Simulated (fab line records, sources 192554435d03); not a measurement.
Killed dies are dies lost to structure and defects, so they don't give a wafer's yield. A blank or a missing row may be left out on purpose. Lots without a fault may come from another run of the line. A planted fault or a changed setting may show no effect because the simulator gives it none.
Problem report in the 8D (eight disciplines) form, filled by code | flow n5_finfet | the parts of the form that need people (team, actions taken, sign-off) are left out

1. THE PROBLEM
trench_depth_nm at N5_BEOL_M11_OCD_MEAS_38 reads a mean of 127 nm on 3 wafers of 2 lots; wafers without a fault read 148 nm with a standard deviation of 3.3. That is -6.3 standard deviations from the usual mean.
First seen on wafer L604.3, day 13 19:48, on ocd-02. The record holds 27 wafers of 9 lots with a number at this step. Rule for "out", or "out of limits": more than 4 standard deviations from the usual mean. The other wafers with a number count as sound.

2. WHAT IT IS AND WHAT IT IS NOT
question                    | is                     | is not
which readings at this step | trench_depth_nm        | -
which lots                  | L604, L605             | L593, L594, L599, L609, L611, L612, L614
which wafers of those lots  | L604.3, L605.1, L605.5 | L604.1, L604.2, L605.4
read on which gauges        | ocd-02                 | ocd-01
when                        | from day 13 19:48      | up to then (11 sound wafers); but 13 sound wafers of L605, L609, L611, L612, L614 came after

3. SUSPECTS, AND WHAT RULES EACH OUT
Counting: a tool at a process step up to the reading stays a suspect if it ran every lot that is out. Sound lots after the first of them don't rule it out here, since some wafers of a struck lot are sound.
- the gauge at N5_BEOL_M11_OCD_MEAS_38: ruled out. All the wafers that are out were read on ocd-02, but those of them that N5_BEOL_M11_TRENCH_ETCH_37 has rows for are out there too, on other tools.
- rie_diel-04 at N5_BEOL_M11_TRENCH_ETCH_37 (etches SiCOH lowk in C4F6/O2, target depth 148.83 nm, time 48 s): kept. It ran every lot that is out, first L604 (day 13 19:37); its last sound lot up to then is L594 (day 10 22:16). Its own readings are out on those wafers: bias_w, rf_vpp_V.
- Within rie_diel-04 at N5_BEOL_M11_TRENCH_ETCH_37: the wafers that are out ran in chamber 0; their sound lot-mates ran in chambers 1, 2, 3.
Left after counting: rie_diel-04 at N5_BEOL_M11_TRENCH_ETCH_37.

4. THE CAUSE (what the simulator had put in)
Process parameter drift: rie_diel-04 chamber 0, from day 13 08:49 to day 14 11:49, at N5_BEOL_M11_TRENCH_ETCH_37. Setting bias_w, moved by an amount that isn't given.
Counting left only this tool.

5. THE CHAIN OF EFFECTS, in route order
Each row: a reading whose mean over the struck wafers that have a number lies more than 3 standard deviations from the usual. Only readings for which the record gives a usual standard deviation are gone through. hours: the time from each lot's start at the first step in this table that gives one to its start at this step, as a median over the lots. sigmas: the change in usual standard deviations.
hours | step                       | reading         | usual        | on struck wafers | change | sigmas
0     | N5_BEOL_M11_TRENCH_ETCH_37 | bias_w          | 184.9 W      | 122.0            | -62.9  | -99 or more
0     | N5_BEOL_M11_TRENCH_ETCH_37 | rf_vpp_V        | 664 V        | 474              | -190   | -13
0     | N5_BEOL_M11_OCD_MEAS_38    | trench_depth_nm | 148 nm       | 127              | -21    | -6.3
2     | N5_BEOL_M11_THK_MEAS_53    | M11_THK         | 141 nm       | 120              | -21    | -5.5
2     | N5_BEOL_M11_RS_MEAS_57     | M11_RS          | 0.152 ohm/sq | 0.183            | +0.031 | +7.3
The process steps in it:
- N5_BEOL_M11_TRENCH_ETCH_37: etches SiCOH lowk in C4F6/O2, target depth 148.83 nm, time 48 s.

6. WHAT WOULD HAVE CAUGHT IT SOONER
In this record the first reading out of limits at a measuring or inspecting step was taken at day 13 19:48, 11 hours after the fault began at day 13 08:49.
The tool's own readings at N5_BEOL_M11_TRENCH_ETCH_37 were out on every struck wafer that the step has a row for (bias_w, rf_vpp_V): an alarm limit on them would have fired on the first of those.
Of the lots that are out (2), L605 began N5_BEOL_M11_TRENCH_ETCH_37 on rie_diel-04 after day 13 19:48. A hold on the tool at that time would have spared it.
